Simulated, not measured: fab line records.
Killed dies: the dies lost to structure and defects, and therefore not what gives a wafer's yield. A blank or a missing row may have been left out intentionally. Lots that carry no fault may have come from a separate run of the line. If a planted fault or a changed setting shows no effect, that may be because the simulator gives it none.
Matching of chambers | flow n5_finfet | 4 sister chambers for N5_BEOL_M10_STRIP_36 on rie_diel-01
The step strips in N2/H2. 16 wafers are shown with their chamber, then 8 later ones without.

## EACH WAFER AND ITS CHAMBER
wafer  | chamber | drypump_motor_current_A (A) | throttle_valve_pct (%) | oes_product_au (a.u.)
L076.2 | 0       | 5.5                         | 24.0                   | 0.86
L076.4 | 3       | 5.1                         | 23.5                   | 0.70
L076.6 | 1       | 6.6                         | 24.2                   | 0.85
L083.2 | 3       | 5.1                         | 23.5                   | 0.70
L083.3 | 2       | 6.6                         | 23.5                   | 0.69
L083.6 | 3       | 5.1                         | 23.5                   | 0.70
L085.1 | 0       | 5.5                         | 23.9                   | 0.82
L085.4 | 2       | 6.6                         | 23.6                   | 0.68
L085.5 | 3       | 5.1                         | 23.5                   | 0.70
L090.2 | 3       | 5.1                         | 23.1                   | 0.98
L090.3 | 0       | 5.5                         | 24.0                   | 0.84
L090.5 | 2       | 6.6                         | 23.6                   | 0.67
L092.3 | 0       | 5.5                         | 24.0                   | 0.82
L092.5 | 3       | 5.1                         | 23.1                   | 0.96
L092.6 | 0       | 5.4                         | 24.0                   | 0.83
L094.1 | 1       | 6.6                         | 24.3                   | 0.80

SIGNATURES (means of the wafers above)
reading                 | chamber 0 | chamber 1 | chamber 2 | chamber 3 | scatter within a chamber
drypump_motor_current_A | 5.480     | 6.600     | 6.600     | 5.100     | 0.0258
throttle_valve_pct      | 23.980    | 24.250    | 23.567    | 23.367    | 0.139
oes_product_au          | 0.8340    | 0.8250    | 0.6800    | 0.7900    | 0.0913
Rule: distance of a wafer from a chamber = root of the sum over the readings of ((wafer's reading minus chamber's mean) / reading's scatter) squared. The wafer belongs to the nearest chamber; if the next one is less than 2 further off, it can't be placed. The scatter is the square root of a quotient: the sum, over the shown wafers, of each reading's squared deviation from its chamber's mean, divided by wafers minus chambers.

## WAFERS WITH NO CHAMBER GIVEN
wafer  | drypump_motor_current_A (A) | throttle_valve_pct (%) | oes_product_au (a.u.)
L094.5 | 5.4                         | 24.0                   | 0.82
L094.6 | 6.6                         | 24.3                   | 0.80
L096.1 | 5.2                         | 23.2                   | 0.93
L096.2 | 5.5                         | 24.0                   | 0.82
L096.6 | 6.7                         | 24.3                   | 0.79
L097.2 | 5.1                         | 23.2                   | 0.91
L097.3 | 5.5                         | 24.0                   | 0.78
L097.5 | 5.5                         | 24.0                   | 0.80

## WHICH CHAMBER EACH WENT THROUGH
wafer  | from the rows above | in truth
L094.5 | 0                   | 0
L094.6 | 1                   | 1
L096.1 | 3                   | 3
L096.2 | 0                   | 0
L096.6 | 1                   | 1
L097.2 | 3                   | 3
L097.3 | 0                   | 0
L097.5 | 0                   | 0
Correctly placed: 8 of 8. Can't be placed from these rows: 0. Placed wrongly: 0.
